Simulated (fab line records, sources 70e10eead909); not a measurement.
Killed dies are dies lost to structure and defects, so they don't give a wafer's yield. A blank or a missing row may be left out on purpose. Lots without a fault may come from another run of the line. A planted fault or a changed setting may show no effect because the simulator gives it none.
fab line records | flow nand_harc
record lots=6 wafers=18 last_day=33
route steps=1302 shown THIN_TSV@1244
lots that met no fault: from a run of the same line without faults
start_h: hours from the record's first day to the start of the lot's first wafer shown | wait_h: hours since the lot's step before | " the same as in the row above | L1.1+2: a row that stands for several wafers | - no value, or no start given | * or withheld: withheld | < > ~ a bound
route shown NAME@n: a module of which the file shows steps, and the number in the route of the first | usual: mean/standard deviation of fault-free wafers | same: alike in all rows | chamber/n: place in a boat | sites: the reading at each site | _std_site: their standard deviation | _edge_site: outer sites' mean less inner sites' | radius_mm: how far each site lies from the wafer's centre | mask NAME#n: copy n | behind: the tool/chamber that last shaped the wafer | hold: why the lot was held/for how many hours/how that ended | device: the transistor (n, p or np) that didn't switch | end of line: the same wafers' tests at the end of the route | a step without rows: its recipe alone | killed: dies lost to structure and defects at the first sort, not the wafer's yield | map: a wafer's dies, x killed, . not, _ none there
set.NAME: the setting as run; set.NAME@STEP: as run at that earlier step | model.NAME: the simulator's own value behind a step, which no gauge read
lots at some steps of the route; a table a step, a row a wafer
services: from which hour (start_h, from the record's first day; less than 0 if before it) a tool's chamber was out of use, for how many hours, and why
## steps
# step NHARC_THIN_TSV_GRIND_00
# recipe target_thk_um=6
# usual motor_current_A=11.996/0.022
# columns lot.wafer tool chamber start_h wait_h motor_current_A
L707.2 grinder-01 0 535.70 0.3 12.007
L707.5 " 0 " " 11.978
L707.6 " 0 " " 11.991
L717.1 grinder-01 0 637.05 0.1 11.979
L717.2 " 0 " " 11.989
L717.5 " 0 " " 12.002
L718.2 grinder-01 0 641.13 0.3 11.979
L718.3 " 0 " " 12.012
L718.4 " 0 " " 12.018
L722.3 grinder-01 0 693.98 0.5 11.984
L722.4 " 0 " " 12.031
L722.5 " 0 " " 12.013
L727.1 grinder-01 0 753.54 0.1 11.990
L727.2 " 0 " " 11.982
L727.6 " 0 " " 11.972
L728.1 grinder-01 0 758.22 0.1 11.983
L728.3 " 0 " " 12.001
L728.5 " 0 " " 11.988
# step NHARC_THIN_TSV_CMP_01
# recipe target_thk_um=3
# usual motor_current_A=11.4/0.96
# columns lot.wafer tool chamber start_h wait_h motor_current_A
L707.2 cmp-04 1 536.71 0.8 10.7
L707.5 " 1 " " 11.1
L707.6 " 2 " " 11.0
L717.1 cmp-03 1 638.28 1.0 12.4
L717.2 " 2 " " 12.2
L717.5 " 1 " " 12.1
L718.3 cmp-04 3 642.15 0.6 10.5
L718.4 " 0 " " 12.4
L718.2 " 2 " " 11.4
L722.4 cmp-01 1 694.80 0.4 10.5
L722.3 " 2 " " 10.9
L722.5 " 2 " " 11.3
L727.2 cmp-01 0 754.81 0.9 11.6
L727.1 " 2 " " 11.3
L727.6 " 0 " " 12.0
L728.1 cmp-04 1 759.44 1.0 11.9
L728.3 " 2 " " 11.6
L728.5 " 2 " " 10.7
# step NHARC_THIN_TSV_THK_MEAS_02
# recipe thk_meas_gauge=ir
# usual thk_nm=2959/280
# columns lot.wafer tool chamber start_h wait_h thk_nm
L707.2 film_metro-02 - 536.97 - 3336
L707.5 " - " " 2753
L707.6 " - " " 3071
L717.1 film_metro-01 - 638.55 0.2 2897
L717.2 " - " " 2734
L717.5 " - " " 2570
L718.2 film_metro-01 - 642.42 0.2 3220
L718.3 " - " " 3177
L718.4 " - " " 3344
L722.3 film_metro-02 - 695.07 0.2 3453
L722.4 " - " " 2993
L722.5 " - " " 3091
L727.1 film_metro-02 - 755.05 - 3060
L727.2 " - " " 2893
L727.6 " - " " 2939
L728.1 film_metro-02 - 759.70 - 2842
L728.3 " - " " 2890
L728.5 " - " " 2835
# step NHARC_THIN_TSV_SRD_03
# step NHARC_THIN_TSV_PRECLEAN_41
# recipe time_s=* temp_c=50 bath_age_min=0 chemistry=SC1
# step NHARC_THIN_TSV_SRD_42
# step NHARC_THIN_TSV_DEP_43
# recipe target_thk_a=13285 temp_c=withheld pressure_torr=6.5 rf_w=900 teos_flow_sccm=161.4 flow_sccm=2650 target_thk_nm=1328.5 gas=O2 material=SiO2
# usual flow_sccm=2650/6.8 throttle_valve_pct=16.6/0.43
# columns lot.wafer tool chamber start_h wait_h flow_sccm since_wet_clean_h throttle_valve_pct
L707.2 pecvd-02 2 537.20 - 2657 116 17.1
L707.6 " 2 " " 2653 - 17.1
L707.5 " 1 " " 2650 - 16.4
L717.2 pecvd-01 1 638.83 - 2652 134 16.6
L717.1 " 2 " " 2646 134 15.6
L717.5 " 2 " " 2654 - 15.8
L718.2 pecvd-01 0 642.72 - 2650 138 16.2
L718.3 " 1 " " 2648 138 16.5
L718.4 " 1 " " 2658 - 16.8
L722.3 pecvd-02 2 695.38 - 2646 93 16.6
L722.5 " 0 " " 2645 - 16.5
L722.4 " 2 " " 2632 - 16.9
L727.1 pecvd-03 2 755.28 - 2652 14 17.0
L727.2 " 1 " " 2652 14 16.9
L727.6 " 1 " " 2657 - 17.2
L728.1 pecvd-03 1 760.00 - 2652 19 17.2
L728.3 " 1 " " 2646 - 16.9
L728.5 " 1 " " 2654 - 17.2
# step NHARC_THIN_TSV_DEHYDRATE_04
# recipe temp_c=150 time_s=120
# step NHARC_THIN_TSV_HMDS_05
# recipe time_s=30
# step NHARC_THIN_TSV_COAT_06
# recipe spin_rpm=*
# step NHARC_THIN_TSV_SOFTBAKE_07
# recipe temp_c=122 time_s=95
# step NHARC_THIN_TSV_EBR_08
# step NHARC_THIN_TSV_EXPOSE_09
# recipe na=0.55 dose_mj=30.7 mask_id=TSV
# usual exposure_dose_mJ_cm2=30.69/0.036 focus_offset_nm=-0.2/0.53
# columns lot.wafer tool chamber start_h wait_h mask exposure_dose_mJ_cm2 focus_offset_nm
L707.2 krf_scanner-01 0 537.87 - TSV#0 30.71 -0.4
L707.5 " 0 " " TSV#0 30.66 -0.8
L707.6 " 0 " " TSV#0 30.70 -0.3
L717.1 krf_scanner-01 - 639.45 - TSV#0 - -
L717.2 " - " " TSV#0 - -
L717.5 " - " " TSV#0 - -
L718.2 krf_scanner-04 - 643.36 - TSV#0 - -
L718.3 " - " " TSV#0 - -
L718.4 " - " " TSV#0 - -
L722.3 krf_scanner-04 0 695.98 - TSV#0 30.67 0.8
L722.4 " 0 " " TSV#0 30.71 0.2
L722.5 " 0 " " TSV#0 30.71 -0.3
L727.1 krf_scanner-02 0 755.96 - TSV#0 30.65 0.6
L727.2 " 0 " " TSV#0 30.70 0.4
L727.6 " 0 " " TSV#0 30.71 0.5
L728.1 krf_scanner-04 0 760.61 - TSV#0 30.65 -0.5
L728.3 " 0 " " TSV#0 30.69 -0.1
L728.5 " 0 " " TSV#0 30.68 0.2
# step NHARC_THIN_TSV_PEB_10
# recipe peb_temp_c=118 peb_time_s=85
## services
# columns tool chamber start_h hours kind
pecvd-01 1 518.80 2.4 repair
krf_scanner-04 - 526.00 4.0 pm
grinder-01 - 545.99 0.7 repair
pecvd-02 0 546.20 4.9 repair
pecvd-03 - 547.43 13.0 pm
pecvd-02 1 554.32 9.8 repair
krf_scanner-01 - 556.70 3.9 repair
pecvd-03 1 562.41 6.9 repair
cmp-01 - 581.77 4.0 pm
pecvd-02 - 589.41 13.0 pm
cmp-04 - 601.00 4.0 pm
krf_scanner-04 - 633.82 5.4 repair
grinder-01 - 666.38 0.6 repair
krf_scanner-04 - 670.54 0.5 repair
grinder-01 - 671.46 0.8 repair
grinder-01 - 677.88 0.9 repair
cmp-04 - 679.77 0.4 repair
krf_scanner-04 - 698.00 4.0 pm
cmp-04 - 699.00 4.0 pm
krf_scanner-04 - 714.73 0.5 repair
grinder-01 - 717.98 1.9 repair
grinder-01 - 736.00 8.0 pm
cmp-04 - 745.59 4.5 repair
krf_scanner-04 - 757.87 2.4 repair
## key
first_sign step=NHARC_THIN_TSV_EXPOSE_09 reading=tool_record direction=missing
effect none on later readings
met_at NHARC_THIN_TSV_EXPOSE_09
struck_wafers L717.1,L717.2,L717.5,L718.2,L718.3,L718.4
later_rows_left_out L717.1,L717.2,L717.5,L718.2,L718.3,L718.4
sort_left_out L717.1,L717.2,L717.5,L718.2,L718.3,L718.4
onset_between 537.87 639.45
fault kind=skipped_step_whole tool=krf_scanner-01,krf_scanner-04 chamber=- onset_h=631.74 steps=NHARC_THIN_TSV_EXPOSE_09 scope=struck_lots_only
# sort_left_out: the simulated sort isn't trusted on such a fault, so these wafers' sort isn't shown, and their yield isn't known
# later_rows_left_out: the simulator's readings of these wafers behind a module that went badly wrong aren't trusted and aren't shown, but for the sort
